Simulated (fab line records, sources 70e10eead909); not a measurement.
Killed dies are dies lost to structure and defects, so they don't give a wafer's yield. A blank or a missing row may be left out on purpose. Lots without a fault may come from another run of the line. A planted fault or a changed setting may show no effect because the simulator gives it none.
Chamber matching | flow nand_harc | NHARC_A_M0_PRE_CLEAN_31 on pecvd-01: 3 sister chambers
The step time 12 s. 3 wafers are shown with their chamber, then 11 later ones without.

WAFERS WITH THEIR CHAMBER
wafer  | chamber | heater_power_w (W)
L089.2 | 2       | 544
L089.5 | 1       | 821
L090.1 | 0       | 616

WAFERS WITHOUT THEIR CHAMBER
wafer  | heater_power_w (W)
L090.2 | 644
L090.4 | 605
L092.1 | 594
L092.4 | 607
L092.5 | 584
L095.1 | 558
L095.2 | 656
L095.4 | 674
L094.3 | 603
L094.4 | 607
L094.6 | 587

WHICH CHAMBER EACH WENT THROUGH
wafer  | from the rows above     | in truth
L090.2 | 0                       | 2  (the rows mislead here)
L090.4 | can't be placed: 0 or 2 | 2
L092.1 | can't be placed: 0 or 2 | 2
L092.4 | can't be placed: 0 or 2 | 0
L092.5 | can't be placed: 0 or 2 | 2
L095.1 | can't be placed: 2 or 0 | 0
L095.2 | 0                       | 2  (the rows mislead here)
L095.4 | 0                       | 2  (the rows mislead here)
L094.3 | can't be placed: 0 or 2 | 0
L094.4 | can't be placed: 0 or 2 | 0
L094.6 | can't be placed: 0 or 2 | 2
Placed correctly: 0 of 11. Can't be placed from these rows: 8 (the true chamber is among the candidates in 8). Placed wrongly: 3.
How it was worked out, from the rows above alone: a wafer's distance from a chamber is the root of the sum, over the readings, of the square of ((its reading less the chamber's mean) divided by the reading's scatter). The wafer belongs to the nearest chamber; if the next one is less than 2 further off, it can't be placed. A chamber's mean is the mean of its shown wafers. The scatter: with one shown wafer a chamber, the root of the mean of the squares of how far each hidden wafer lies from its nearest shown one.
